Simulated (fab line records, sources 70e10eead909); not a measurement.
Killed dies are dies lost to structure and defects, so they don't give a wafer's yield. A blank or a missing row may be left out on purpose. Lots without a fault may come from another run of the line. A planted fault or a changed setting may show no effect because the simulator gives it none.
fab line records | flow nand_harc
record lots=12 wafers=36 last_day=25
route steps=1159 shown A_STAIRCASE@668 END@1159
lots that met no fault: from a run of the same line without faults
start_h: hours from the record's first day to the start of the lot's first wafer shown | wait_h: hours since the lot's step before | " the same as in the row above | L1.1+2: a row that stands for several wafers | - no value, or no start given | * or withheld: withheld | < > ~ a bound
route shown NAME@n: a module of which the file shows steps, and the number in the route of the first | usual: mean/standard deviation of fault-free wafers | same: alike in all rows | chamber/n: place in a boat | sites: the reading at each site | _std_site: their standard deviation | _edge_site: outer sites' mean less inner sites' | radius_mm: how far each site lies from the wafer's centre | mask NAME#n: copy n | behind: the tool/chamber that last shaped the wafer | hold: why the lot was held/for how many hours/how that ended | device: the transistor (n, p or np) that didn't switch | end of line: the same wafers' tests at the end of the route | a step without rows: its recipe alone | killed: dies lost to structure and defects at the first sort, not the wafer's yield | map: a wafer's dies, x killed, . not, _ none there
set.NAME: the setting as run; set.NAME@STEP: as run at that earlier step | model.NAME: the simulator's own value behind a step, which no gauge read
steps of the route over a sample of lots; a table a step, a row a wafer
services: from which hour (start_h, from the record's first day; less than 0 if before it) a tool's chamber was out of use, for how many hours, and why
## steps
# step NHARC_A_STAIRCASE_ETCH_452
# recipe target_depth_a=300 overetch_a=30 time_s=16.5 ion_energy_ev=100 cf4_flow_sccm=80 o2_flow_sccm=20 ar_flow_sccm=0 rf_w=300 bias_w=100 chemistry=CF4/O2
# usual bias_w=100.1/0.3 chamber_pressure_mTorr=30.002/0.027 drypump_motor_current_A=6.0/0.39 oes_product_au=1.001/0.012 rf_vpp_V=198.3/1.3 showerhead_plenum_p_Torr=1.36/0.053 throttle_valve_pct=13.396/0.0086
# same time_s=16.5
# columns lot.wafer tool chamber start_h wait_h bias_w chamber_pressure_mTorr drypump_motor_current_A oes_product_au rf_hours_counter_h rf_vpp_V showerhead_plenum_p_Torr throttle_valve_pct
L221.4 rie_diel-07 0 - - 99.5 29.960 6.3 1.003 7 200.2 1.40 13.393
L221.1 " 1 " " 100.1 29.979 5.4 1.019 6 197.1 1.32 13.397
L221.5 " 1 " " 100.7 30.020 5.4 1.014 - 197.6 1.32 13.396
L225.1 rie_diel-07 3 - - 100.5 30.019 5.5 0.981 11 199.9 1.40 13.399
L225.4 " 0 " " 99.4 30.004 6.3 1.018 12 198.5 1.40 13.389
L225.3 " 1 " " 100.0 30.051 5.4 1.020 11 199.5 1.32 13.400
L226.3 rie_diel-07 1 - - 99.9 30.009 5.4 1.018 15 197.8 1.32 13.403
L226.2 " 2 " " 100.0 30.018 6.0 1.009 15 199.9 1.43 13.391
L226.6 " 0 " " 100.0 30.040 6.3 1.013 - 198.6 1.40 13.381
L227.2 rie_diel-02 1 - - 100.5 29.934 6.7 0.995 47 199.3 1.39 13.405
L227.5 " 3 " " 100.8 29.966 5.9 0.984 - 195.4 1.24 13.407
L227.6 " 0 " " 99.8 29.993 5.7 0.982 - 195.8 1.23 13.394
L228.1 rie_diel-07 0 - - 99.6 30.003 6.3 1.008 21 198.6 1.39 13.394
L228.4 " 2 " " 99.7 30.009 6.0 1.002 - 199.8 1.43 13.390
L228.6 " 3 " " 100.6 29.967 5.5 0.983 - 199.6 1.40 13.392
L229.2 rie_diel-07 3 - - 100.2 30.006 5.5 0.989 26 197.9 1.39 13.388
L229.3 " 1 " " 100.0 29.979 5.4 1.018 19 199.2 1.32 13.408
L229.5 " 0 " " 99.7 30.009 6.3 1.015 - 201.3 1.39 13.380
L233.4 rie_diel-07 0 - - 99.7 29.966 6.3 1.012 38 198.9 1.39 13.383
L233.1 " 1 " " 100.1 30.016 5.4 1.010 31 197.9 1.32 13.397
L233.6 " 0 " " 99.8 29.992 6.3 1.013 - 198.9 1.39 13.387
L236.3 rie_diel-06 0 346.13 - 100.0 29.973 6.3 1.025 37 195.0 1.27 13.386
L236.5 " 0 " " 100.0 29.983 6.3 1.009 - 196.8 1.27 13.401
L236.6 " 1 " " 99.9 30.013 6.2 1.005 - 197.4 1.32 13.403
L237.1 rie_diel-06 1 - - 99.8 29.979 6.2 1.024 36 197.2 1.32 13.397
L237.3 " 0 " " 100.2 30.027 6.3 1.017 38 197.5 1.27 13.394
L237.6 " 1 " " 100.0 29.973 6.2 1.012 - 198.2 1.32 13.374
L238.1 rie_diel-06 0 - - 100.0 29.983 6.3 1.024 42 195.2 1.26 13.405
L238.3 " 2 " " 100.6 30.019 6.4 0.997 35 197.2 1.36 13.393
L238.4 " 1 " " 99.6 29.981 6.2 1.005 - 198.6 1.32 13.392
L242.3 rie_diel-07 1 - - 100.3 29.970 5.4 1.015 50 197.5 1.31 13.390
L242.2 " 2 " " 99.9 30.008 6.0 0.996 53 199.9 1.42 13.405
L242.1 " 3 " " 99.6 30.014 5.4 0.993 56 199.7 1.39 13.406
L244.3 rie_diel-02 3 - - 100.1 30.027 5.8 0.984 30 200.5 1.44 13.405
L244.2 " 0 " " 100.1 29.979 5.7 0.971 13 199.7 1.44 13.398
L244.5 " 2 " " 100.3 29.994 6.2 0.994 - 198.4 1.36 13.396
# step NHARC_A_STAIRCASE_ETCH_294
# recipe target_depth_a=49920 time_s=1212.4 ion_energy_ev=800 c4f8_flow_sccm=80 o2_flow_sccm=60 ar_flow_sccm=withheld rf_w=600 bias_w=3000 chemistry=C4F8/O2/Ar
# usual bias_w=2999/9 chamber_pressure_mTorr=25.002/0.026 oes_product_au=0.935/0.012 rf_vpp_V=1831/9.9
# same time_s=1212.4
# columns lot.wafer tool chamber start_h wait_h bias_w chamber_pressure_mTorr oes_product_au rf_hours_counter_h rf_vpp_V
L221.1 rie_diel-07 2 - - 2988 24.953 0.935 6 1844
L221.4 " 0 " " 3009 24.999 0.934 7 1839
L221.5 " 2 " " 2994 25.036 0.933 - 1846
L225.3 rie_diel-07 2 - - 2988 24.994 0.932 11 1845
L225.4 " 3 " " 2996 25.041 0.912 11 1837
L225.1 " 0 " " 3001 25.011 0.947 12 1839
L226.3 rie_diel-07 0 - - 3001 24.964 0.948 16 1839
L226.2 " 1 " " 3003 24.984 0.945 15 1824
L226.6 " 0 " " 3011 25.035 0.933 - 1837
L227.2 rie_diel-02 2 - - 2988 25.024 0.921 50 1833
L227.5 " 2 " " 2986 24.994 0.924 - 1832
L227.6 " 3 " " 3000 24.946 0.929 - 1809
L228.1 rie_diel-07 0 - - 2993 25.022 0.935 22 1838
L228.4 " 0 " " 3002 24.983 0.948 - 1836
L228.6 " 3 " " 2995 25.005 0.923 - 1838
L229.3 rie_diel-07 1 - - 3005 25.004 0.934 20 1825
L229.2 " 2 " " 2993 24.991 0.924 25 1843
L229.5 " 2 " " 2986 24.997 0.926 - 1843
L233.4 rie_diel-07 3 - - 2998 24.967 0.925 37 1835
L233.1 " 0 " " 2988 25.013 0.936 39 1837
L233.6 " 3 " " 3000 25.010 0.911 - 1836
L236.3 rie_diel-06 1 - - 3018 25.009 0.984 35 1825
L236.5 " 2 " " 3009 25.043 0.951 - 1831
L236.6 " 3 " " 2990 25.029 0.962 - 1831
L237.1 rie_diel-06 3 - - 2989 25.024 0.925 39 1830
L237.3 " 0 " " 3005 24.997 0.931 39 1815
L237.6 " 2 " " 2990 24.984 0.928 - 1831
L238.1 rie_diel-06 2 - - 3003 24.970 0.917 35 1830
L238.3 " 1 " " 2999 25.030 0.945 40 1824
L238.4 " 1 " " 2988 24.976 0.937 - 1824
L242.3 rie_diel-07 0 - - 2997 24.988 0.925 59 1837
L242.2 " 1 " " 2998 24.988 0.927 51 1823
L242.1 " 2 " " 2999 24.987 0.933 53 1842
L244.3 rie_diel-02 3 - - 3000 24.978 0.934 30 1844
L244.2 " 0 " " 2997 25.017 0.923 14 1847
L244.5 " 3 " " 2983 25.012 0.918 - 1846
# step NHARC_A_STAIRCASE_STRIP_295
# recipe o2_flow_sccm=500 ar_flow_sccm=0 bias_w=0 chemistry=O2
# usual chamber_pressure_mTorr=60.00/0.053 drypump_motor_current_A=6.0/0.39 oes_product_au=1.001/0.012 rf_vpp_V=57.9/0.86 showerhead_plenum_p_Torr=3.59/0.13 throttle_valve_pct=17.037/0.0092
# same bias_w=0
# columns lot.wafer tool chamber start_h wait_h chamber_pressure_mTorr drypump_motor_current_A oes_product_au rf_hours_counter_h rf_vpp_V showerhead_plenum_p_Torr throttle_valve_pct
L221.1 rie_diel-07 1 - - 60.06 5.5 1.028 7 57.3 3.50 17.044
L221.4 " 2 " " 59.99 6.0 0.999 7 58.6 3.77 17.043
L221.5 " 1 " " 59.97 5.5 1.019 - 57.6 3.50 17.040
L225.4 rie_diel-07 1 - - 60.02 5.4 1.013 12 57.6 3.50 17.035
L225.3 " 2 " " 60.09 6.0 1.004 11 59.1 3.76 17.019
L225.1 " 3 " " 59.99 5.5 0.993 11 58.9 3.69 17.043
L226.3 rie_diel-07 0 - - 60.01 6.3 1.013 16 58.1 3.68 17.047
L226.2 " 2 " " 60.03 6.0 1.007 16 57.6 3.76 17.044
L226.6 " 1 " " 60.00 5.4 1.018 - 57.8 3.49 17.023
L227.2 rie_diel-02 1 - - 60.09 6.7 0.993 47 58.7 3.67 17.032
L227.5 " 2 " " 60.02 6.3 0.992 - 58.6 3.60 17.036
L227.6 " 3 " " 59.99 5.8 0.995 - 57.9 3.28 17.047
L228.1 rie_diel-07 3 - - 59.98 5.5 0.992 22 58.2 3.68 17.030
L228.4 " 2 " " 59.95 6.0 1.009 - 58.8 3.76 17.015
L228.6 " 3 " " 59.93 5.5 0.993 - 59.4 3.68 17.029
L229.3 rie_diel-07 1 - - 60.01 5.4 1.015 20 57.8 3.49 17.039
L229.2 " 2 " " 60.06 6.0 0.999 25 56.6 3.76 17.025
L229.5 " 1 " " 60.05 5.4 1.007 - 59.7 3.49 17.043
L233.4 rie_diel-07 3 - - 59.95 5.5 0.991 37 56.9 3.67 17.039
L233.1 " 1 " " 60.08 5.4 1.017 31 57.6 3.48 17.033
L233.6 " 2 " " 60.06 6.0 1.011 - 59.9 3.75 17.039
L236.3 rie_diel-06 0 - - 59.92 6.4 1.008 37 56.8 3.35 17.032
L236.6 " 0 " " 59.98 6.3 1.011 - 57.1 3.35 17.057
L236.5 " 1 " " 60.01 6.3 1.002 - 57.1 3.50 17.030
L237.1 rie_diel-06 3 - - 59.97 5.7 1.002 39 56.9 3.58 17.052
L237.3 " 1 " " 59.96 6.3 1.014 37 57.8 3.50 17.037
L237.6 " 2 " " 59.98 6.5 0.993 - 58.0 3.58 17.044
L238.4 rie_diel-06 0 - - 60.09 6.3 1.002 42 57.2 3.35 17.032
L238.3 " 1 " " 60.02 6.3 1.018 40 58.7 3.49 17.027
L238.1 " 2 " " 59.97 6.5 0.985 36 58.3 3.58 17.033
L242.3 rie_diel-07 1 - - 60.14 5.4 1.011 51 57.1 3.47 17.036
L242.1 " 2 " " 60.00 6.0 1.003 53 58.7 3.74 17.028
L242.2 " 0 " " 60.00 6.3 0.997 60 57.7 3.66 17.025
L244.2 rie_diel-02 1 - - 59.96 6.7 0.996 28 58.2 3.65 17.022
L244.3 " 2 " " 59.99 6.3 0.995 30 58.3 3.58 17.036
L244.5 " 1 " " 59.94 6.7 1.006 - 59.1 3.65 17.043
# step NHARC_A_STAIRCASE_DEP_151
# recipe target_thk_a=38000 temp_c=400 target_thk_nm=3800 teos_flow_sccm=200 rf_w=500 material=SiO2
# usual heater_power_w=640/69 mfc_precursor_sccm=199.9/0.55
# columns lot.wafer tool chamber start_h wait_h heater_power_w mfc_precursor_sccm
L221.1 pecvd-03 2 273.26 0.5 736 200.0
L221.4 " 1 " " 628 200.0
L221.5 " 2 " " 603 200.1
L225.3 pecvd-01 2 289.12 0.4 764 199.4
L225.1 " 0 " " 572 198.8
L225.4 " 1 " " 619 200.4
L226.3 pecvd-01 0 302.93 0.5 570 199.9
L226.2 " 1 " " 641 200.2
L226.6 " 0 " " 543 200.6
L227.2 pecvd-04 0 306.85 0.5 793 199.6
L227.5 " 2 " " 538 200.5
L227.6 " 0 " " 632 199.9
L228.1 pecvd-01 0 318.60 0.6 557 200.4
L228.6 " 2 " " 634 200.3
L228.4 " 0 " " 540 199.9
L229.3 pecvd-04 2 329.55 0.5 663 200.4
L229.2 " 0 " " 785 199.8
L229.5 " 2 " " 538 199.9
L233.1 pecvd-03 0 360.16 0.4 694 199.3
L233.6 " 0 " " 627 199.9
L233.4 " 1 " " 594 200.0
L236.3 pecvd-01 1 368.28 0.6 617 212.0
L236.5 " 2 " " 618 211.6
L236.6 " 1 " " 607 212.0
L237.1 pecvd-01 2 378.82 0.5 717 211.9
L237.3 " 0 " " 667 212.5
L237.6 " 1 " " 622 211.4
L238.1 pecvd-01 1 385.25 0.4 749 211.8
L238.3 " 2 " " 709 211.5
L238.4 " 0 " " 550 211.5
L242.2 pecvd-03 0 410.05 0.4 741 199.5
L242.1 " 1 " " 632 199.8
L242.3 " 2 " " 740 200.7
L244.3 pecvd-03 1 429.09 0.5 596 200.0
L244.2 " 0 " " 629 200.0
L244.5 " 2 " " 649 200.7
# step NHARC_END_SORT_01
# recipe temp_c=25
# usual killed_at_array=26/9 killed_at_other=0.8/1.2 killed_at_periphery=3.2/2.3 killed_dies=30/9.1 killed_open=3.5/2 killed_short=1.8/1.4
# same gross_dies=677
# columns lot.wafer tool chamber start_h wait_h killed_at_array killed_at_other killed_at_periphery killed_dies killed_open killed_short
L237.1 prober-01 0 530.86 2.5 26 0 2 28 3 1
L237.3 prober-01 0 532.48 3.1 23 3 3 29 2 4
L237.6 prober-01 0 534.90 4.0 21 2 3 26 3 2
L236.3 prober-02 0 532.45 3.1 15 0 2 17 7 2
L236.5 prober-02 0 534.07 3.7 9 0 6 15 1 2
L236.6 prober-02 0 534.88 4.1 13 1 2 16 2 3
# killed by level:class
L237.1 A_SLIT:chamber_film_flake=11 A_CHANNEL_HOLE_D1:chamber_film_flake=7 A_M0:geometric_particle:open=2 A_STAIRCASE:chamber_film_flake=2 P_M0:geometric_particle:short=1 A_CONTACT:geometric_particle:open=1 P_ZERO_WELL:chamber_film_flake=1 A_ZERO_WELL:chamber_film_flake=1
L236.3 A_STAIRCASE:chamber_film_flake=3 A_ZERO_WELL:chamber_film_flake=2 A_CONTACT:chamber_film_flake=2 P_GATE:geometric_particle:open=1 P_M0:geometric_particle:open=1 A_CHANNEL_HOLE_D1:geometric_particle:open=1 A_CHANNEL_FILL_D1:geometric_particle:short=1 A_CHANNEL_FILL_D1:geometric_particle:open=1
L237.3 A_SLIT:chamber_film_flake=7 A_CHANNEL_HOLE_D1:chamber_film_flake=5 A_STAIRCASE:chamber_film_flake=4 THIN_TSV:chamber_film_flake=3 P_CONTACT:geometric_particle:open=2 A_CHANNEL_FILL_D1:geometric_particle:short=2 A_CONTACT:chamber_film_flake=2 A_SGD_CUT:geometric_particle:short=1
L236.5 A_CHANNEL_HOLE_D1:chamber_film_flake=3 P_GATE:chamber_film_flake=2 A_CONTACT:chamber_film_flake=2 P_M0:geometric_particle:open=1 P_M0:geometric_particle:short=1 A_M0:geometric_particle:short=1 P_ZERO_WELL:chamber_film_flake=1 P_M0:chamber_film_flake=1
L236.6 A_STAIRCASE:chamber_film_flake=3 A_CHANNEL_HOLE_D1:chamber_film_flake=2 A_CONTACT:chamber_film_flake=2 A_CHANNEL_FILL_D1:geometric_particle:short=1 A_SGD_CUT:geometric_particle:short=1 A_WL_FILL:geometric_particle:open=1 A_M0:geometric_particle:open=1 P_GATE:chamber_film_flake=1
L237.6 A_SLIT:chamber_film_flake=11 A_CONTACT:chamber_film_flake=3 P_CONTACT:geometric_particle:open=2 A_CHANNEL_HOLE_D1:chamber_film_flake=2 A_STAIRCASE:chamber_film_flake=2 THIN_TSV:chamber_film_flake=2 P_CONTACT:geometric_particle:short=1 A_ONON_D1:geometric_particle:open=1
## services
# columns tool chamber start_h hours kind
rie_diel-07 - 228.23 9.0 pm
rie_diel-07 0 228.23 9.0 vent_cycle
rie_diel-07 1 228.23 9.0 vent_cycle
rie_diel-07 2 228.23 9.0 vent_cycle
rie_diel-07 3 228.23 9.0 vent_cycle
rie_diel-07 0 237.23 - clean
rie_diel-07 1 237.23 - clean
rie_diel-07 2 237.23 - clean
pecvd-01 - 237.35 13.0 pm
rie_diel-06 - 241.20 9.0 pm
pecvd-01 1 259.88 12.2 repair
rie_diel-07 1 287.55 13.4 repair
rie_diel-06 2 289.33 6.8 repair
pecvd-03 - 292.26 13.0 pm
rie_diel-02 0 318.79 4.1 repair
pecvd-03 2 319.22 5.1 repair
rie_diel-02 - 327.76 9.0 pm
rie_diel-06 3 360.12 2.1 repair
pecvd-04 - 376.34 13.0 pm
pecvd-04 0 389.61 6.4 repair
rie_diel-07 - 396.21 0.8 repair
rie_diel-07 - 405.23 9.0 pm
rie_diel-06 - 418.20 9.0 pm
pecvd-01 - 418.39 13.0 pm
## key
first_sign step=NHARC_A_STAIRCASE_DEP_151 reading=mfc_precursor_sccm direction=up sigmas=22 usual=199.9 struck=211.8
effect none on later readings
met_at NHARC_A_STAIRCASE_DEP_151
struck_lots L236,L237,L238
tester_left_out L236,L237,L238
not_acting_at NHARC_A_STAIRCASE_ETCH_452,NHARC_A_STAIRCASE_ETCH_294,NHARC_A_STAIRCASE_STRIP_295
onset_between 318.60 368.28
fault kind=process_parameter_drift tool=pecvd-01 chamber=- onset_h=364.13 steps=NHARC_A_STAIRCASE_DEP_151 channel=teos_flow_sccm offset=* shape=step end_h=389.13 acts_in=* stated=*
# tester_left_out: of these lots the tester's yield and bins aren't shown, on N5 and GAA mostly nor the transistor test; their killed dies are dies lost to structure and defects alone, not to doping, threshold or leakage, so they don't give the yield
